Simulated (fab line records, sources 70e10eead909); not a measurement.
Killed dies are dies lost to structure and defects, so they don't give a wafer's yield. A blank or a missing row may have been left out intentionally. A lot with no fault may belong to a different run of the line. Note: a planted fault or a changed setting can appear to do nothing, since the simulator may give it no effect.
Struck lot and sound lot, side by side + flow nand_harc + 41 out of 1159 route steps
Sound: these wafers, L626.1, L626.2, L626.3. The struck wafers were L638.2, L638.4. At the end, the cause is stated.
Order at every step that has rows: each side's tool, ch and its chambers, its first start. Under that, the readings that differ: sound wafers + struck wafers + difference of the means + sigmas: that difference in standard deviations of wafers without a fault.
alike: words and numbers the same on both sides, and readings whose means are apart by under 2 such deviations; not compared: readings that were withheld, readings missing a value for some wafer, numbers with overlapping values and no deviation given by the record, and bounds like >300 which may hide the same value.
Wherever a step has rows on one side only, a row that says differs or no value, or a row with sigmas, the two part there. Numbers that don't overlap but have no deviation are shown without sigmas and don't part them. A reading missing from all wafers of one side parts the sides only when that side holds two or more wafers.

NHARC_P_M1_CD_MEAS_09: the cd target is 130 nm.
  sound on cd_sem-02 ch 0, day 6 06:06; struck on cd_sem-01 ch 0, day 9 23:14
  alike: cd_nm
NHARC_P_M1_OVL_MEAS_10: pitch 260 nm.
  sound on overlay-01, day 6 06:11; struck on overlay-01, day 9 23:19
| reading           | sound       | struck    | difference | sigmas |
|-------------------|-------------|-----------|------------|--------|
| overlay_x_nm (nm) | 1.5 1.7 1.7 | -0.5 -0.2 | -2.0       | -2     |
  alike: overlay_y_nm
NHARC_P_M1_INSPECT_11:
  sound on defect_inspect-02, day 6 06:13; struck on defect_inspect-02, day 9 23:22
  alike: raw_defect_count
NHARC_P_M1_DESCUM_14: chemistry O2, time 3 s.
  sound on rie_diel-06 ch 1,2,3, day 6 06:17; struck on rie_diel-07 ch 1,3, day 9 23:25
| reading      | sound          | struck    | difference | sigmas |
|--------------|----------------|-----------|------------|--------|
| rf_vpp_V (V) | 59.7 58.1 58.8 | 55.3 57.8 | -2.3       | -3     |
  alike: drypump_motor_current_A, oes_product_au, showerhead_plenum_p_Torr, throttle_valve_pct
  not compared: rf_hours_counter_h
then, 2 steps without rows for these wafers: NHARC_P_M1_ETCH_35 (etches the open film in N2/H2, target depth 40 nm, overetch 12 nm, time 43.94 s); NHARC_P_M1_ETCH_15 (etches the open film in C4F8/Ar, target depth 182.5 nm, time 91.2 s).
NHARC_P_M1_CD_MEAS_16:
  sound on cd_sem-03, day 6 06:35; struck on cd_sem-03, day 9 23:43
  alike: cd_nm
then, 3 steps without rows for these wafers: NHARC_P_M1_STRIP_18 (strips in N2/H2); NHARC_P_M1_ETCH_28 (etches the open film in CF4/N2, target depth 30 nm, time 72.99 s); NHARC_P_M1_STRIP_19 (strips in post etch residue remover, time 600 s).
NHARC_P_M1_DEGAS_29: time 60 s.
  sound on pvd_sputter-02, day 6 07:18; struck on pvd_sputter-01, day 10 00:28
  alike: heater_power_w
then, 1 step without rows for these wafers: NHARC_P_M1_PRE_CLEAN_30 (time 30 s).
NHARC_P_M1_PVD_20: deposits TaN, target thk 5 nm, time 8.06 s.
  sound on pvd_sputter-02, day 6 07:25; struck on pvd_sputter-01, day 10 00:53
  alike: bias_v, chamber_pressure_pa, throttle_valve_pct
then, 2 steps without rows for these wafers: NHARC_P_M1_PVD_21 (deposits Cu, target thk 30 nm, time 20.49 s); NHARC_P_M1_ECD_22 (material Cu, target thk 400 nm).
NHARC_P_M1_ANNEAL_31: time 90 s.
  sound on rtp_anneal-02 ch 0, day 6 08:02; struck on rtp_anneal-01 ch 0, day 10 01:34
  alike: wafer_temp_C_max
NHARC_P_M1_CMP_23: polishes, t overpolish 20 s, target thk 157.82 nm.
  sound on cmp-02 ch 0,1,2, day 6 08:22; struck on cmp-01 ch 0,1, day 10 01:55
  alike: motor_current_A, slurry_filter_dp_kPa, time_to_endpoint_s
next, for these wafers, 1 step has no rows: NHARC_P_M1_SRD_25.
NHARC_P_M1_INSPECT_27:
  sound on defect_inspect-01, day 6 08:52; struck on defect_inspect-01, day 10 02:20
  alike: raw_defect_count
then, 12 steps without rows for these wafers: NHARC_P_M1_PRE_CLEAN_32 (time 12 s); NHARC_P_M1_DEP_33 (deposits SiCN, target thk 30 nm); NHARC_P_M2_DEP_00 (deposits SiOC, target thk 182.5 nm); NHARC_P_M2_DEHYDRATE_01 (time 120 s); NHARC_P_M2_HMDS_02 (time 30 s); NHARC_P_M2_COAT_34 (time 65 s); NHARC_P_M2_COAT_03 (resist thk 90 nm); NHARC_P_M2_SOFTBAKE_04 (time 55 s); NHARC_P_M2_EBR_05; NHARC_P_M2_EXPOSE_06 (exposes mask P M2, target cd 170 nm); NHARC_P_M2_PEB_07 (peb time 65 s); NHARC_P_M2_DEVELOP_08 (develop time 35 s).
NHARC_P_M2_CD_MEAS_09: the cd target is 170 nm.
  the record has rows for the sound wafers here (cd_sem-01 ch 0, day 6 10:07) and none for the struck ones
NHARC_P_M2_OVL_MEAS_10: pitch 340 nm.
  sound wafers here have rows in the record (overlay-02, day 6 10:13); struck ones have none
NHARC_P_M2_INSPECT_11:
  sound wafers here have rows in the record (defect_inspect-02, day 6 10:16); struck ones have none
then, 2 steps without rows for these wafers: NHARC_P_M2_DESCUM_14 (chemistry O2, time 3 s); NHARC_P_M2_ETCH_35 (etches the open film in N2/H2, target depth 40 nm, overetch 12 nm, time 43.94 s).
NHARC_P_M2_ETCH_15: etches the open film in C4F8/Ar, target depth 182.5 nm, time 91.2 s.
  the record has rows for the sound wafers here (rie_diel-01 ch 0,1,3) and none for the struck ones
NHARC_P_M2_CD_MEAS_16:
  sound wafers here have rows in the record (cd_sem-03, day 6 10:37); struck ones have none
then, 2 steps without rows for these wafers: NHARC_P_M2_STRIP_18 (strips in N2/H2); NHARC_P_M2_ETCH_28 (etches the open film in CF4/N2, target depth 30 nm, time 72.99 s).
-- break in the record here, with 14 days between the starts of the struck wafers on either side (left off in module P_M2, picked up again in module END, where the first step shown is number 1159 on the route) --
NHARC_END_SORT_01:
  sound on prober-02 ch 0, day 19 20:10; struck on prober-01 ch 0, day 23 18:52
| reading                  | sound          | struck    | difference | sigmas      |
|--------------------------|----------------|-----------|------------|-------------|
| defect_limited_yield (%) | 94.8 95.9 95.6 | 0.1 0     | -95.4      | -73         |
| killed_at_periphery      | 6 2 2          | 649 640   | +641       | +99 or more |
| killed_dies              | 35 28 30       | 676 677   | +646       | +73         |
| sort_bin_2_pct (%)       | 1.5 1.3 1.3    | 96.9 95.7 | +94.9      | +99 or more |
| sort_n_pass              | 642 649 647    | 1 0       | -646       | -73         |
| sort_rim_yield_pct (%)   | 97.2 96.2 97.2 | 0.9 0     | -96.4      | -36         |
| sort_yield_pct (%)       | 94.8 95.9 95.6 | 0.1 0     | -95.4      | -73         |
  alike: killed_at_array, killed_at_other, killed_open, killed_short, sort_bin_3_pct, sort_bin_4_pct

WHERE THEY PART
First at NHARC_P_M1_OVL_MEAS_10; last, within this record, at NHARC_END_SORT_01.

WHY: what had been put in by the simulator
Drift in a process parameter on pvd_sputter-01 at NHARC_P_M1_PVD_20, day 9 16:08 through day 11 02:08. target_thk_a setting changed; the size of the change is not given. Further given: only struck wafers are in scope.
